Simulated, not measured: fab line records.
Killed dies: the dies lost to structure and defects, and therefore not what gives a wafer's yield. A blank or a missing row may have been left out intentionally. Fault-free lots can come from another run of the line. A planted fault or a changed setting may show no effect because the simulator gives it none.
Lot-split experiment / flow n5Finfet / route with 1938 steps; 7 lots, 21 wafers read

== ON THE SPLIT ==
At N5_GATE_CUT_ALD_22 (deposits SiNx, target thk 16 nm, pulse time 1 s, ald cycles 320), the setting aldCycles was moved away from the recipe's 320 on 7 of the 21 wafers read, by -16.6% to -8.8%. This setting was run at the recipe's value on the other wafers.

The split's own step is where the reading is taken.

== THE READING ==
SiNx_of_GATE_CUT_ALD_22.thkNm (the simulator's own value, which no gauge read), in nm, at N5_GATE_CUT_ALD_22 (deposits SiNx, target thk 16 nm, pulse time 1 s, ald cycles 320). There is no usual value for it anywhere in the file. Across the 14 wafers here that went through the recipe, the average is 16.0 nm and the standard deviation 0.052 nm.

wafer=L075.1; tool, chamber at the split=aldSin-01, 0; aldCycles as run=292; against the recipe=-8.8%; SiNx_of_GATE_CUT_ALD_22.thkNm, nm=14.6; against lot-mates on the recipe=-1.4
wafer=L075.5; tool, chamber at the split=aldSin-01, 0; aldCycles as run=292; against the recipe=-8.8%; SiNx_of_GATE_CUT_ALD_22.thkNm, nm=14.6; against lot-mates on the recipe=-1.4
wafer=L075.3; tool, chamber at the split=aldSin-01, 2; aldCycles as run=320; against the recipe=recipe; SiNx_of_GATE_CUT_ALD_22.thkNm, nm=16; against lot-mates on the recipe=-
wafer=L081.4; tool, chamber at the split=aldSin-03, 0; aldCycles as run=320; against the recipe=recipe; SiNx_of_GATE_CUT_ALD_22.thkNm, nm=16; against lot-mates on the recipe=-
wafer=L081.5; tool, chamber at the split=aldSin-03, 0; aldCycles as run=320; against the recipe=recipe; SiNx_of_GATE_CUT_ALD_22.thkNm, nm=16; against lot-mates on the recipe=-
wafer=L081.6; tool, chamber at the split=aldSin-03, 1; aldCycles as run=320; against the recipe=recipe; SiNx_of_GATE_CUT_ALD_22.thkNm, nm=15.8; against lot-mates on the recipe=-
wafer=L082.1; tool, chamber at the split=aldSin-02, 2,1,1; aldCycles as run=320; against the recipe=recipe; SiNx_of_GATE_CUT_ALD_22.thkNm, nm=16; against lot-mates on the recipe=-
wafer=L082.4; tool, chamber at the split=aldSin-02, 2,1,1; aldCycles as run=320; against the recipe=recipe; SiNx_of_GATE_CUT_ALD_22.thkNm, nm=16; against lot-mates on the recipe=-
wafer=L082.5; tool, chamber at the split=aldSin-02, 2,1,1; aldCycles as run=320; against the recipe=recipe; SiNx_of_GATE_CUT_ALD_22.thkNm, nm=16; against lot-mates on the recipe=-
wafer=L085.2; tool, chamber at the split=aldSin-01, 2; aldCycles as run=320; against the recipe=recipe; SiNx_of_GATE_CUT_ALD_22.thkNm, nm=16; against lot-mates on the recipe=-
wafer=L085.4; tool, chamber at the split=aldSin-01, 1,0; aldCycles as run=267; against the recipe=-16.6%; SiNx_of_GATE_CUT_ALD_22.thkNm, nm=13.4; against lot-mates on the recipe=-2.6
wafer=L085.6; tool, chamber at the split=aldSin-01, 1,0; aldCycles as run=267; against the recipe=-16.6%; SiNx_of_GATE_CUT_ALD_22.thkNm, nm=13.4; against lot-mates on the recipe=-2.6
wafer=L086.4; tool, chamber at the split=aldSin-01, 0; aldCycles as run=290; against the recipe=-9.4%; SiNx_of_GATE_CUT_ALD_22.thkNm, nm=14.6; against lot-mates on the recipe=-1.4
wafer=L086.5; tool, chamber at the split=aldSin-01, 3,0; aldCycles as run=320; against the recipe=recipe; SiNx_of_GATE_CUT_ALD_22.thkNm, nm=16; against lot-mates on the recipe=-
wafer=L086.6; tool, chamber at the split=aldSin-01, 3,0; aldCycles as run=320; against the recipe=recipe; SiNx_of_GATE_CUT_ALD_22.thkNm, nm=16; against lot-mates on the recipe=-
wafer=L089.4; tool, chamber at the split=aldSin-01, 2,0; aldCycles as run=277; against the recipe=-13.4%; SiNx_of_GATE_CUT_ALD_22.thkNm, nm=14; against lot-mates on the recipe=-2.0
wafer=L089.6; tool, chamber at the split=aldSin-01, 2,0; aldCycles as run=277; against the recipe=-13.4%; SiNx_of_GATE_CUT_ALD_22.thkNm, nm=14; against lot-mates on the recipe=-2.0
wafer=L089.5; tool, chamber at the split=aldSin-01, 3; aldCycles as run=320; against the recipe=recipe; SiNx_of_GATE_CUT_ALD_22.thkNm, nm=16; against lot-mates on the recipe=-
wafer=L097.1; tool, chamber at the split=aldSin-03, 1,2,3; aldCycles as run=320; against the recipe=recipe; SiNx_of_GATE_CUT_ALD_22.thkNm, nm=16; against lot-mates on the recipe=-
wafer=L097.2; tool, chamber at the split=aldSin-03, 1,2,3; aldCycles as run=320; against the recipe=recipe; SiNx_of_GATE_CUT_ALD_22.thkNm, nm=16; against lot-mates on the recipe=-
wafer=L097.3; tool, chamber at the split=aldSin-03, 1,2,3; aldCycles as run=320; against the recipe=recipe; SiNx_of_GATE_CUT_ALD_22.thkNm, nm=16; against lot-mates on the recipe=-
When a row names more than one chamber, that row covers several wafers, and the file does not tell which wafer ran in which chamber.

FIT RESULTS
A straight line over all 21 wafers: SiNx_of_GATE_CUT_ALD_22.thkNm changes by +0.153 nm for each +1% of aldCycles; r = +1.00; the points scatter about the line by 0.056 nm.
The same after taking each lot's own level away (the mean of its wafers on the recipe; 21 wafers): +0.154 nm for each +1%; r = +1.00; scatter 0.051 nm.
Per that fit: largest aldCycles move, reading shift of 2.6 nm.
From 15.93 to 16.00 nm: that is the span of the lots' own levels, equal to 1.3 times the standard deviation above.
The two slopes agree, so the slope changes little with the lot-to-lot level.
Check: for one of the wafers moved furthest among these (-16.6%), held out of the fit, the line's prediction against its lot-mates is -2.54 nm. It came out at -2.6 nm against them.

== FURTHER SPLITS ON THESE WAFERS ==
Other splits were also applied to these wafers ahead of the reading. Each is held against what the fit with the lots' levels taken away leaves over:
other split on the same wafers=N5_SD_EPI_N_DESCUM_14 timeS; wafers away from the commonest value=9; r with SiNx_of_GATE_CUT_ALD_22.thkNm (lot level and that fit taken away)=+0.26
other split on the same wafers=N5_SDB_COAT_05 spinRpm; wafers away from the commonest value=9; r with SiNx_of_GATE_CUT_ALD_22.thkNm (lot level and that fit taken away)=+0.18
other split on the same wafers=N5_SDB_EXPOSE_08 doseMj; wafers away from the commonest value=8; r with SiNx_of_GATE_CUT_ALD_22.thkNm (lot level and that fit taken away)=-0.19
other split on the same wafers=N5_HKMG_FIN_HK_ALD_01 aldCycles; wafers away from the commonest value=9; r with SiNx_of_GATE_CUT_ALD_22.thkNm (lot level and that fit taken away)=+0.06
other split on the same wafers=N5_HKMG_FIN_DEVELOP_48 developTimeS; wafers away from the commonest value=7; r with SiNx_of_GATE_CUT_ALD_22.thkNm (lot level and that fit taken away)=+0.17
other split on the same wafers=N5_GATE_CUT_DESCUM_18 timeS; wafers away from the commonest value=8; r with SiNx_of_GATE_CUT_ALD_22.thkNm (lot level and that fit taken away)=-0.11

== THE FILE'S OWN FIT ==
SiNx_of_GATE_CUT_ALD_22.thkNm changes by +0.154 nm for each +1% of aldCycles, r = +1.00.
